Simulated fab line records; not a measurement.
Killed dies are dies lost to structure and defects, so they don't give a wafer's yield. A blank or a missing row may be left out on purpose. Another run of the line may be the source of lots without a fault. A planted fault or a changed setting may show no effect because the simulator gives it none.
Chamber matching	flow n5Finfet	4 sister chambers for N5_GATE_CUT_ETCH_58 on rieDiel-02
The step etches SiNx in CH3F/O2, target depth 17 nm, time 128.6 s. 8 wafers are shown with their chamber, then 9 later ones without.

== EACH WAFER AND ITS CHAMBER ==
wafer	chamber	showerheadPlenumPTorr (Torr)	drypumpMotorCurrentA (A)
L075.5	0	1.97	5.8
L079.4	1	2.04	4.8
L080.2	3	2.13	5.4
L080.4	2	1.92	5.9
L080.5	3	2.13	5.4
L088.1	0	1.97	5.8
L088.5	2	1.92	5.8
L088.6	1	2.03	4.8

== WAFERS WITHOUT THEIR CHAMBER ==
wafer	showerheadPlenumPTorr (Torr)	drypumpMotorCurrentA (A)
L091.3	1.92	5.8
L091.4	2.12	5.4
L091.6	1.97	5.8
L094.1	1.91	5.8
L094.3	1.96	5.8
L094.4	2.03	4.9
L095.1	2.12	5.4
L095.3	2.03	4.8
L095.6	1.96	5.8

== WHICH CHAMBER EACH ONE RAN IN ==
wafer	from the rows above	in truth
L091.3	2	2
L091.4	3	3
L091.6	0	0
L094.1	2	2
L094.3	0	0
L094.4	1	1
L095.1	3	3
L095.3	1	1
L095.6	0	0
Correct placement for 9 of the 9. Left unplaced by these rows: 0. Number placed wrongly: 0.
How it was worked out, from the rows above alone: a wafer's distance from a chamber is the root of the sum, over the readings, of the square of ((its reading less the chamber's mean) divided by the reading's scatter). If the next closest chamber is less than 2 further off than the closest, the wafer can't be placed; otherwise it belongs to the closest. A chamber's mean is the mean of its shown wafers. The scatter: take each reading less its chamber's mean, square it, sum over the shown wafers, divide by the number of wafers less the number of chambers, and take the root.
